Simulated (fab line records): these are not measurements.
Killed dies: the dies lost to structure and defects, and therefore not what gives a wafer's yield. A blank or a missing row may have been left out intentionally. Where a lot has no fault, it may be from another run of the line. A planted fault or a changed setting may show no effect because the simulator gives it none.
Split-lot study || flow n5_finfet || on a route of 1938 steps: 7 lots, 21 wafers read

## THE SPLIT
At N5_MOL_CONTACT_COAG_COAT_78 (resist thk 40 nm), the setting spin_rpm was moved away from the recipe's 1500 rpm on 9 of the 21 wafers read, by -10.6% to +10.9%. For the rest of the wafers, this setting stayed at what the recipe calls for.

## FROM THE SPLIT TO THE READING: what the file shows between them, 4 steps
- N5_MOL_CONTACT_COAG_EBR_80
- N5_MOL_CONTACT_COAG_SOFTBAKE_79: time 60 s
- N5_MOL_CONTACT_COAG_EXPOSE_81: exposes mask VG, defocus 0 nm
- N5_MOL_CONTACT_COAG_PEB_82: peb time 60 s

## THE READING
CAR-EUV_of_MOL_CONTACT_COAG_COAT_78.thk_nm (the simulator's own value, which no gauge read), in nm, at N5_MOL_CONTACT_COAG_DEVELOP_83 (develop time 30 s). The file does not state a usual value for it. Average 39.5 nm, standard deviation 0.094 nm, over the 12 wafers here run with the recipe.

{"wafer": "L075.1", "tool, chamber at the split": "litho_track-05, 0", "spin_rpm as run, rpm": 1348, "against the recipe": "-10.1%", "CAR-EUV_of_MOL_CONTACT_COAG_COAT_78.thk_nm, nm": 41.6, "against lot-mates on the recipe": "+2.2"}
{"wafer": "L075.3", "tool, chamber at the split": "litho_track-05, 0", "spin_rpm as run, rpm": 1348, "against the recipe": "-10.1%", "CAR-EUV_of_MOL_CONTACT_COAG_COAT_78.thk_nm, nm": 41.6, "against lot-mates on the recipe": "+2.2"}
{"wafer": "L075.2", "tool, chamber at the split": "litho_track-05, 0", "spin_rpm as run, rpm": 1500, "against the recipe": "recipe", "CAR-EUV_of_MOL_CONTACT_COAG_COAT_78.thk_nm, nm": 39.4, "against lot-mates on the recipe": "-"}
{"wafer": "L081.1", "tool, chamber at the split": "litho_track-05, 0", "spin_rpm as run, rpm": 1500, "against the recipe": "recipe", "CAR-EUV_of_MOL_CONTACT_COAG_COAT_78.thk_nm, nm": 39.6, "against lot-mates on the recipe": "-"}
{"wafer": "L081.2", "tool, chamber at the split": "litho_track-05, 0", "spin_rpm as run, rpm": 1547, "against the recipe": "+3.1%", "CAR-EUV_of_MOL_CONTACT_COAG_COAT_78.thk_nm, nm": 39, "against lot-mates on the recipe": -0.5}
{"wafer": "L081.5", "tool, chamber at the split": "litho_track-05, 0", "spin_rpm as run, rpm": 1500, "against the recipe": "recipe", "CAR-EUV_of_MOL_CONTACT_COAG_COAT_78.thk_nm, nm": 39.4, "against lot-mates on the recipe": "-"}
{"wafer": "L082.1", "tool, chamber at the split": "litho_track-01, 0", "spin_rpm as run, rpm": 1500, "against the recipe": "recipe", "CAR-EUV_of_MOL_CONTACT_COAG_COAT_78.thk_nm, nm": 39.4, "against lot-mates on the recipe": "-"}
{"wafer": "L082.5", "tool, chamber at the split": "litho_track-01, 0", "spin_rpm as run, rpm": 1500, "against the recipe": "recipe", "CAR-EUV_of_MOL_CONTACT_COAG_COAT_78.thk_nm, nm": 39.4, "against lot-mates on the recipe": "-"}
{"wafer": "L082.2", "tool, chamber at the split": "litho_track-01, 0", "spin_rpm as run, rpm": 1663, "against the recipe": "+10.9%", "CAR-EUV_of_MOL_CONTACT_COAG_COAT_78.thk_nm, nm": 37.6, "against lot-mates on the recipe": -1.8}
{"wafer": "L084.3", "tool, chamber at the split": "litho_track-05, 0", "spin_rpm as run, rpm": 1500, "against the recipe": "recipe", "CAR-EUV_of_MOL_CONTACT_COAG_COAT_78.thk_nm, nm": 39.4, "against lot-mates on the recipe": "-"}
{"wafer": "L084.5", "tool, chamber at the split": "litho_track-05, 0", "spin_rpm as run, rpm": 1341, "against the recipe": "-10.6%", "CAR-EUV_of_MOL_CONTACT_COAG_COAT_78.thk_nm, nm": 41.8, "against lot-mates on the recipe": "+2.4"}
{"wafer": "L084.6", "tool, chamber at the split": "litho_track-05, 0", "spin_rpm as run, rpm": 1341, "against the recipe": "-10.6%", "CAR-EUV_of_MOL_CONTACT_COAG_COAT_78.thk_nm, nm": 41.8, "against lot-mates on the recipe": "+2.4"}
{"wafer": "L094.3", "tool, chamber at the split": "litho_track-05, 0", "spin_rpm as run, rpm": 1500, "against the recipe": "recipe", "CAR-EUV_of_MOL_CONTACT_COAG_COAT_78.thk_nm, nm": 39.6, "against lot-mates on the recipe": "-"}
{"wafer": "L094.4", "tool, chamber at the split": "litho_track-05, 0", "spin_rpm as run, rpm": 1372, "against the recipe": "-8.5%", "CAR-EUV_of_MOL_CONTACT_COAG_COAT_78.thk_nm, nm": 41.2, "against lot-mates on the recipe": "+1.6"}
{"wafer": "L094.5", "tool, chamber at the split": "litho_track-05, 0", "spin_rpm as run, rpm": 1372, "against the recipe": "-8.5%", "CAR-EUV_of_MOL_CONTACT_COAG_COAT_78.thk_nm, nm": 41.4, "against lot-mates on the recipe": "+1.8"}
{"wafer": "L096.2", "tool, chamber at the split": "litho_track-05, 0", "spin_rpm as run, rpm": 1500, "against the recipe": "recipe", "CAR-EUV_of_MOL_CONTACT_COAG_COAT_78.thk_nm, nm": 39.6, "against lot-mates on the recipe": "-"}
{"wafer": "L096.3", "tool, chamber at the split": "litho_track-05, 0", "spin_rpm as run, rpm": 1500, "against the recipe": "recipe", "CAR-EUV_of_MOL_CONTACT_COAG_COAT_78.thk_nm, nm": 39.4, "against lot-mates on the recipe": "-"}
{"wafer": "L096.4", "tool, chamber at the split": "litho_track-05, 0", "spin_rpm as run, rpm": 1500, "against the recipe": "recipe", "CAR-EUV_of_MOL_CONTACT_COAG_COAT_78.thk_nm, nm": 39.4, "against lot-mates on the recipe": "-"}
{"wafer": "L097.3", "tool, chamber at the split": "litho_track-02, 0", "spin_rpm as run, rpm": 1500, "against the recipe": "recipe", "CAR-EUV_of_MOL_CONTACT_COAG_COAT_78.thk_nm, nm": 39.6, "against lot-mates on the recipe": "-"}
{"wafer": "L097.5", "tool, chamber at the split": "litho_track-02, 0", "spin_rpm as run, rpm": 1653, "against the recipe": "+10.2%", "CAR-EUV_of_MOL_CONTACT_COAG_COAT_78.thk_nm, nm": 37.8, "against lot-mates on the recipe": -1.7}
{"wafer": "L097.6", "tool, chamber at the split": "litho_track-02, 0", "spin_rpm as run, rpm": 1500, "against the recipe": "recipe", "CAR-EUV_of_MOL_CONTACT_COAG_COAT_78.thk_nm, nm": 39.4, "against lot-mates on the recipe": "-"}

FIT RESULTS
A straight line over all 21 wafers: CAR-EUV_of_MOL_CONTACT_COAG_COAT_78.thk_nm changes by -0.198 nm for each +1% of spin_rpm; r = -0.99; the points scatter about the line by 0.14 nm.
The same after taking each lot's own level away (the mean of its wafers on the recipe; 21 wafers): -0.198 nm for each +1%; r = -0.99; scatter 0.15 nm.
According to that fit, moving spin_rpm by its largest amount changes the reading by 2.2 nm.
Across the lots, their own levels run from 39.40 to 39.60 nm, a range of 2.1 times the standard deviation given above.
The two slopes agree, so the slope changes little with the lot-to-lot level.
Check: -2.16 nm against its lot-mates is what the line predicts for one of the wafers moved furthest among these (+10.9%) when that wafer is left out of the fit. It came out at -1.8 nm against them.

## THESE WAFERS: OTHER SPLITS
Note: prior to the reading, these wafers also went through further splits. Each is held against what the fit with the lots' levels taken away leaves over:
{"other split on the same wafers": "N5_GATE_CUT_DESCUM_18 time_s", "wafers away from the commonest value": 7, "r with CAR-EUV_of_MOL_CONTACT_COAG_COAT_78.thk_nm (lot level and that fit taken away)": -0.04}
{"other split on the same wafers": "N5_GATE_CUT_CUT_ETCH_53 icp_w", "wafers away from the commonest value": 8, "r with CAR-EUV_of_MOL_CONTACT_COAG_COAT_78.thk_nm (lot level and that fit taken away)": "+0.07"}
{"other split on the same wafers": "N5_MOL_CONTACT_COAG_ALD_27 ald_cycles", "wafers away from the commonest value": 4, "r with CAR-EUV_of_MOL_CONTACT_COAG_COAT_78.thk_nm (lot level and that fit taken away)": -0.01}

## THE WHOLE CHAIN: every reading that the file lists as answering this split, in the file's order
{"step": "N5_MOL_CONTACT_COAG_COAT_78", "what it does": "resist thk 40 nm", "reading": "CAR-EUV_of_MOL_CONTACT_COAG_COAT_78.thk_nm (the simulator's own value, which no gauge read)", "change (the file's fit)": "-0.196 nm for each +1% of the setting", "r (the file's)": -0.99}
{"step": "N5_MOL_CONTACT_COAG_DEVELOP_83", "what it does": "develop time 30 s", "reading": "CAR-EUV_of_MOL_CONTACT_COAG_COAT_78.thk_nm (the simulator's own value, which no gauge read)", "change (the file's fit)": "-0.194 nm for each +1% of the setting", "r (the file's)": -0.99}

## THE FILE'S OWN FIT
CAR-EUV_of_MOL_CONTACT_COAG_COAT_78.thk_nm changes by -0.194 nm for each +1% of spin_rpm, r = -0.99.
